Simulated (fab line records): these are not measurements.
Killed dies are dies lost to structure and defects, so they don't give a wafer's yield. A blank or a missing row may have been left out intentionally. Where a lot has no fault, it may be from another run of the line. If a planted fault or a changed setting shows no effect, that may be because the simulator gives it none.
Which tool is to blame? | flow nandHarc | 13 lots, 39 wafers sampled, at 5 steps of a route of 1159

## WHAT THE GAUGES READ, wafer by wafer
NHARC_END_SORT_01.
lot  | measured     | on        | killedAtArray | killedAtOther | killedAtPeriphery | killedDies | killedOpen | killedShort
L432 | day 22 12:47 | prober-01 | 24 24 21      | 0 0 1         | 3 6 7             | 27 30 29   | 5 2 3      | 1 2 3
L431 | day 22 15:07 | prober-02 | 35 33 34      | 2 2 1         | 1 2 2             | 38 37 37   | 4 4 2      | 2 5 1
L440 | day 23 23:43 | prober-02 | 32 241 33     | 0 1 0         | 5 5 6             | 37 247 39  | 3 3 4      | 1 4 2

## TOOL THAT RAN EACH LOT (tool first, then ch and the chambers of the sampled wafers, then the start)
lot  | NHARC_A_CONTACT_ETCH_132           | NHARC_A_CONTACT_ETCH_106          | NHARC_A_CONTACT_DEP_84       | NHARC_A_CONTACT_DEP_85
L422 | harCapEtch-03 ch 0,1, day 17 04:15 | rieDiel-04 ch 0,2, day 17 05:45   | aclDep-01 ch 0, day 17 06:40 | pecvd-01 ch 1,2, day 17 07:44
L421 | harCapEtch-02 ch 0,1, day 17 07:01 | rieDiel-13 ch 0,3, day 17 08:14   | aclDep-01 ch 0, day 17 08:53 | pecvd-01 ch 0,2, day 17 10:11
L423 | harCapEtch-02 ch 0,1, day 17 22:56 | rieDiel-04 ch 1,2,3, day 18 00:13 | aclDep-02 ch 0, day 18 03:26 | pecvd-03 ch 0,1,2, day 18 04:40
L424 | harCapEtch-03 ch 0,1, day 18 04:56 | rieDiel-01 ch 0,3, day 18 06:10   | aclDep-02 ch 0, day 18 10:34 | pecvd-03 ch 1,2, day 18 11:52
L428 | harCapEtch-02 ch 1, day 18 18:46   | rieDiel-04 ch 0,2,3, day 18 19:59 | aclDep-01 ch 0, day 18 21:34 | pecvd-02 ch 0,2, day 18 22:52
L426 | harCapEtch-01 ch 0,1, day 19 00:53 | rieDiel-04 ch 0,2, day 19 02:08   | aclDep-01 ch 0, day 19 04:07 | pecvd-03 ch 0,1, day 19 05:01
L429 | harCapEtch-02 ch 1, day 19 03:49   | rieDiel-01 ch 0,1,3, day 19 05:02 | aclDep-02 ch 0, day 19 07:48 | pecvd-02 ch 0,1, day 19 09:05
L430 | harCapEtch-03 ch 0,1, day 19 07:27 | rieDiel-01 ch 0,2,3, day 19 08:50 | aclDep-02 ch 0, day 19 09:41 | pecvd-03 ch 0,1,2, day 19 10:44
L432 | harCapEtch-01 ch 0,1, day 19 21:40 | rieDiel-01 ch 0,1, day 19 22:51   | aclDep-03 ch 0, day 20 01:44 | pecvd-02 ch 0,1, day 20 02:36
L431 | harCapEtch-02 ch 0,1, day 20 02:57 | rieDiel-01 ch 2,3, day 20 04:24   | aclDep-01 ch 0, day 20 07:19 | pecvd-02 ch 0,1,2, day 20 08:15
L436 | harCapEtch-02 ch 0,1, day 20 13:10 | rieDiel-13 ch 0,2,3, day 20 14:56 | aclDep-01 ch 0, day 20 16:52 | pecvd-02 ch 0,1, day 20 17:46
L440 | harCapEtch-01 ch 0,1, day 21 11:47 | rieDiel-13 ch 1,2,3, day 21 13:00 | aclDep-02 ch 0, day 21 14:16 | pecvd-02 ch 1,2, day 21 15:35
L442 | harCapEtch-03 ch 0,1, day 21 16:44 | rieDiel-04 ch 0,2,3, day 21 18:12 | aclDep-02 ch 0, day 21 19:16 | pecvd-03 ch 0,1,2, day 21 20:34
- NHARC_A_CONTACT_ETCH_132: etches the open film in C4F8/O2/Ar, time 156 s, target depth 958 nm.
- NHARC_A_CONTACT_ETCH_106: etches the open film in CF4/O2, target depth 60 nm, overetch 6 nm, time 33 s.
- NHARC_A_CONTACT_DEP_84: deposits aC, target thk 2000 nm.
- NHARC_A_CONTACT_DEP_85: deposits SiON, target thk 50 nm.

## WHAT THE TOOLS THEMSELVES READ (means of the sampled wafers that have a number; where no wafer has one, the mark that the record gives instead)
NHARC_A_CONTACT_ETCH_106.
lot  | tool       | drypumpMotorCurrentA (A) | oesProductAu (a.u.) | rfVppV (V) | runLengthS (s) | showerheadPlenumPTorr (Torr) | throttleValvePct (%)
L422 | rieDiel-04 | 6.1                      | 1.001               | 198.7      | 54.1           | 1.37                         | 13.399
L421 | rieDiel-13 | 5.4                      | 0.992               | 198.3      | 54.4           | 1.37                         | 13.404
L423 | rieDiel-04 | 6.3                      | 1.012               | 197.6      | 54.3           | 1.35                         | 13.399
L424 | rieDiel-01 | 5.5                      | 0.993               | 196.9      | 54.0           | 1.30                         | 13.410
L428 | rieDiel-04 | 6.1                      | 1.001               | 197.9      | 54.2           | 1.31                         | 13.391
L426 | rieDiel-04 | 6.1                      | 1.003               | 198.8      | 54.4           | 1.37                         | 13.401
L429 | rieDiel-01 | 5.3                      | 0.996               | 197.9      | 54.0           | 1.31                         | 13.390
L430 | rieDiel-01 | 5.3                      | 1.001               | 197.2      | 54.1           | 1.30                         | 13.407
L432 | rieDiel-01 | 5.0                      | 0.998               | 197.5      | 53.8           | 1.32                         | 13.395
L431 | rieDiel-01 | 5.5                      | 0.999               | 196.5      | 54.6           | 1.25                         | 13.397
L436 | rieDiel-13 | 5.5                      | 0.997               | 197.4      | 54.0           | 1.32                         | 13.397
L440 | rieDiel-13 | 5.8                      | 0.993               | 197.6      | 53.2           | 1.34                         | 13.391
L442 | rieDiel-04 | 6.1                      | 0.998               | 198.9      | 54.3           | 1.38                         | 13.395

NHARC_A_CONTACT_DEP_84.
lot  | tool      | throttleValvePct (%)
L422 | aclDep-01 | 35.004
L421 | aclDep-01 | 34.997
L423 | aclDep-02 | 35.005
L424 | aclDep-02 | 35.004
L428 | aclDep-01 | 35.000
L426 | aclDep-01 | 35.000
L429 | aclDep-02 | 35.005
L430 | aclDep-02 | 35.005
L432 | aclDep-03 | 35.003
L431 | aclDep-01 | 34.997
L436 | aclDep-01 | 35.002
L440 | aclDep-02 | 34.993
L442 | aclDep-02 | 35.003

NHARC_A_CONTACT_DEP_85.
lot  | tool     | heaterPowerW (W)
L422 | pecvd-01 | 656
L421 | pecvd-01 | 665
L423 | pecvd-03 | 853
L424 | pecvd-03 | 813
L428 | pecvd-02 | 659
L426 | pecvd-03 | 783
L429 | pecvd-02 | 752
L430 | pecvd-03 | 875
L432 | pecvd-02 | 630
L431 | pecvd-02 | 682
L436 | pecvd-02 | 796
L440 | pecvd-02 | 724
L442 | pecvd-03 | 822

## THE ANSWER, worked out from the rows above alone
Rule: what is usual is taken from the lots themselves. The widest of any qualifying gaps counts: lots, ordered by their means at a reading, are off when they make up no more than a third of the lots, leave a main group of 4 or more, and stand apart from it by 3 or more times the standard deviation of that group's means. Not used: any main group whose means are identical at the precision the tables above print for the reading. Also off: a lot with no number at a reading for which 4 or more lots have one. All remaining lots with rows at the step are treated as sound. First the gauges in route order, then the tools' own readings, where a lot's mean is used as printed above. At the first step where some lot is off, the reading lying furthest off is the one used; lots without a number count as furthest.
Across all readings shown, no lot is off: no conclusion can be drawn from this.

## WHAT THE SIMULATOR HAD PUT IN
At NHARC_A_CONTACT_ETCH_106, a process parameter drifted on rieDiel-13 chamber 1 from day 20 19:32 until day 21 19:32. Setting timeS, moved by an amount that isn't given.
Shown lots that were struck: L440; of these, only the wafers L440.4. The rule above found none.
